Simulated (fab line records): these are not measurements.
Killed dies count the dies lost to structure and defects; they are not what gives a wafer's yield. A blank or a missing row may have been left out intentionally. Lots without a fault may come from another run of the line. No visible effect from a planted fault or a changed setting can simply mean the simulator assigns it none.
Problem report in the 8D (eight disciplines) form, filled by code ; flow nand_harc ; the parts of the form that need people (team, actions taken, sign-off) are left out

## 1. THE PROBLEM
A mean of 677 is read at NHARC_END_SORT_01 for killed_dies, taken on 1 wafer of 1 lot, against 29 (standard deviation 10) on wafers free of any fault. That is +65 standard deviations from the usual mean.
The first sign was on wafer L641.2 at day 21 20:17, on prober-01. The record holds 3 wafers of 1 lot with a number at this step. The rule behind "out" and "out of limits": a value lying over 4 standard deviations away from the usual mean. The other wafers with a number count as sound.

## 2. WHAT IT IS; WHAT IT IS NOT
question;is;is not
which readings at this step;killed_dies, killed_at_array;killed_at_periphery, killed_open, killed_short
which lots;L641;-
which wafers of those lots;L641.2;L641.1, L641.6
read on which gauges;prober-01;-
when;from day 21 20:17;"up to then (1 sound wafer); but 1 sound wafer of L641 came after"

## 3. WHAT RULES OUT EACH SUSPECT
Counting: any tool at a process step up to the reading remains a suspect provided it ran every lot that is out. Sound lots after the first of them don't rule it out here, since some wafers of a struck lot are sound.
- the gauge at NHARC_END_SORT_01: kept. All the wafers that are out were read on prober-01, and no step on other tools shows them out.
- rie_diel-11 at NHARC_A_STAIRCASE_ETCH_313 (etches the open film in CF4/CHF3): kept. It ran the lot that is out, L641 (day 14 03:08).
- pvd_sputter-03 at NHARC_A_M1_PVD_20 (deposits TaN, target thk 5 nm, time 8.06 s): kept. It ran the lot that is out, L641 (day 20 04:19). NHARC_A_M1_PVD_20: start missing for some lots; hours and lot order therefore follow NHARC_A_BONDPAD_CD_MEAS_09.
- rie_diel-01 at NHARC_A_BONDPAD_ETCH_34 (etches the open film in N2/H2, target depth 60 nm, overetch 18 nm, time 65.91 s): kept. It ran the lot that is out, L641 (day 20 04:38).
- Within rie_diel-11 at NHARC_A_STAIRCASE_ETCH_313: the wafers that are out ran in chamber 0; their sound lot-mates ran in chambers 1, 2.
Left after counting: rie_diel-11 at NHARC_A_STAIRCASE_ETCH_313, pvd_sputter-03 at NHARC_A_M1_PVD_20, rie_diel-01 at NHARC_A_BONDPAD_ETCH_34, prober-01 at NHARC_END_SORT_01.

## 4. THE CAUSE (what the simulator had put in)
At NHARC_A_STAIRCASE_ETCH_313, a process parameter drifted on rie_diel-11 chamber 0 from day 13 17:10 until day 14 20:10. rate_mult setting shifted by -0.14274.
Counting leaves 4 suspects; this tool is one of them.

## 5. THE CHAIN OF EFFECTS, in route order
One row per reading whose mean, taken over the struck wafers that have a number, lies over 3 standard deviations from the usual. Scope: only readings with a usual standard deviation given in the record; hours: median across lots of the time from each lot's start at the first step in this table that gives one to its start at this step; sigmas: change in usual standard deviations.
hours;step;reading;usual;on struck wafers;change;sigmas
0;NHARC_END_SORT_01;killed_at_array;25;665;+640;+64
0;NHARC_END_SORT_01;killed_at_other;0.6;4.0;+3.4;+3.7
0;NHARC_END_SORT_01;killed_dies;29;677;+648;+65

## 6. WHAT WOULD HAVE CAUGHT IT SOONER
The first out-of-limits reading at a measuring or inspecting step in this record came at day 21 20:17, 195 hours after the fault's start at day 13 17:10.
Tool readings at NHARC_A_STAIRCASE_ETCH_313 with a usual standard deviation given in the record: none out on any struck wafer, hence no alarm at a limit of 4 standard deviations on them.
Lots out: 1; all had begun NHARC_A_STAIRCASE_ETCH_313 on rie_diel-11 by day 21 20:17. Had the tool been put on hold then, not one of them would have been saved.
